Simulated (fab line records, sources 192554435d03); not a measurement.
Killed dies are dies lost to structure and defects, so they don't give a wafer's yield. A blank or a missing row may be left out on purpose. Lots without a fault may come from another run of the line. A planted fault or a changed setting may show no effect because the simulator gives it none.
Split-lot experiment | flow n5_finfet | 7 lots, 21 wafers read, on a route of 1938 steps

THE SPLIT
At N5_BEOL_M3_COAT_05 (resist thk 30 nm), the setting spin_rpm was moved away from the recipe's 1500 rpm on 8 of the 21 wafers read, by -9.3% to +8.6%. The other wafers ran this setting at the recipe's value.

FROM THE SPLIT TO THE READING: what the file shows between them, 4 steps
- N5_BEOL_M3_EBR_07
- N5_BEOL_M3_SOFTBAKE_06: time 60 s
- N5_BEOL_M3_DESCUM_16: chemistry O2, time 7 s
- N5_BEOL_M3_ETCH_74: etches underlayer in N2/H2, target depth 6.5 nm, time 5.2 s

THE READING
CAR-EUV_of_BEOL_M3_COAT_05.thk_nm (the simulator's own value, which no gauge read), in nm, at N5_BEOL_M3_ETCH_63 (etches SiARC in CF4, target depth 15.6 nm, time 26 s). The file gives no usual value for it. The 13 wafers here that ran the recipe average 11.2 nm, standard deviation 0.21 nm.

wafer  | tool, chamber at the split | spin_rpm as run, rpm | against the recipe | CAR-EUV_of_BEOL_M3_COAT_05.thk_nm, nm | against lot-mates on the recipe
L079.2 | litho_track-04, 0          | 1500                 | recipe             | 11.2                                  | -
L079.5 | litho_track-04, 0          | 1500                 | recipe             | 11.2                                  | -
L079.6 | litho_track-04, 0          | 1500                 | recipe             | 11.2                                  | -
L081.1 | litho_track-04, 0          | 1500                 | recipe             | 11                                    | -
L081.3 | litho_track-04, 0          | 1500                 | recipe             | 11.6                                  | -
L081.5 | litho_track-04, 0          | 1500                 | recipe             | 11.6                                  | -
L084.2 | litho_track-03, 0          | 1500                 | recipe             | 11                                    | -
L084.5 | litho_track-03, 0          | 1500                 | recipe             | 11                                    | -
L084.6 | litho_track-03, 0          | 1500                 | recipe             | 11                                    | -
L083.1 | litho_track-03, 0          | 1396                 | -6.9%              | 12.6                                  | no lot-mate on the recipe
L083.3 | litho_track-03, 0          | 1396                 | -6.9%              | 12.6                                  | no lot-mate on the recipe
L083.4 | litho_track-03, 0          | 1396                 | -6.9%              | 12.2                                  | no lot-mate on the recipe
L091.2 | litho_track-03, 0          | 1500                 | recipe             | 11                                    | -
L091.4 | litho_track-03, 0          | 1437                 | -4.2%              | 11.6                                  | +0.6
L091.6 | litho_track-03, 0          | 1437                 | -4.2%              | 11.6                                  | +0.6
L094.1 | litho_track-04, 0          | 1360                 | -9.3%              | 12.6                                  | +1.4
L094.2 | litho_track-04, 0          | 1360                 | -9.3%              | 12                                    | +0.8
L094.3 | litho_track-04, 0          | 1500                 | recipe             | 11.2                                  | -
L095.1 | litho_track-04, 0          | 1629                 | +8.6%              | 10.2                                  | -1.0
L095.2 | litho_track-04, 0          | 1500                 | recipe             | 11.4                                  | -
L095.3 | litho_track-04, 0          | 1500                 | recipe             | 11                                    | -

THE FIT
A straight line over all 21 wafers: CAR-EUV_of_BEOL_M3_COAT_05.thk_nm changes by -0.137 nm for each +1% of spin_rpm; r = -0.91; the points scatter about the line by 0.27 nm.
The same after taking each lot's own level away (the mean of its wafers on the recipe; 18 wafers): -0.12 nm for each +1%; r = -0.94; scatter 0.18 nm.
On that fit, the largest move of spin_rpm shifts the reading by 1.1 nm.
The lots' own levels span 11.00 to 11.40 nm, that is 1.9 times the standard deviation above.
So the lot-to-lot level changes the slope: the two fits differ.
Check: with one of the wafers moved furthest among these (-9.3%) left out of the fit, the line predicts +1 nm for it against its lot-mates. It came out at +1.4 nm against them.

OTHER SPLITS ON THESE WAFERS
These wafers also went through other splits before the reading. Each is held against what the fit with the lots' levels taken away leaves over:
other split on the same wafers | wafers away from the commonest value | r with CAR-EUV_of_BEOL_M3_COAT_05.thk_nm (lot level and that fit taken away)
N5_BEOL_M1_COAT_61 spin_rpm    | 6                                    | -0.13
N5_BEOL_M2_DEP_57 time_s       | 5                                    | +0.13
N5_BEOL_M3_ILD_DEP_00 time_s   | 8                                    | -0.19
N5_BEOL_M3_COAT_62 spin_rpm    | 7                                    | +0.57

THE WHOLE CHAIN: every reading that the file lists as answering this split, in the file's order
step                 | what it does                                         | reading                                                                            | change (the file's fit)               | r (the file's)
N5_BEOL_M3_COAT_05   | resist thk 30 nm                                     | CAR-EUV_of_BEOL_M3_COAT_05.thk_nm (the simulator's own value, which no gauge read) | -0.154 nm for each +1% of the setting | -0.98
N5_BEOL_M3_DESCUM_16 | chemistry O2, time 7 s                               | CAR-EUV_of_BEOL_M3_COAT_05.thk_nm (the simulator's own value, which no gauge read) | -0.142 nm for each +1% of the setting | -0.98
N5_BEOL_M3_ETCH_63   | etches SiARC in CF4, target depth 15.6 nm, time 26 s | CAR-EUV_of_BEOL_M3_COAT_05.thk_nm (the simulator's own value, which no gauge read) | -0.12 nm for each +1% of the setting  | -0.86

THE FILE'S OWN FIT
CAR-EUV_of_BEOL_M3_COAT_05.thk_nm changes by -0.12 nm for each +1% of spin_rpm, r = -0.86.
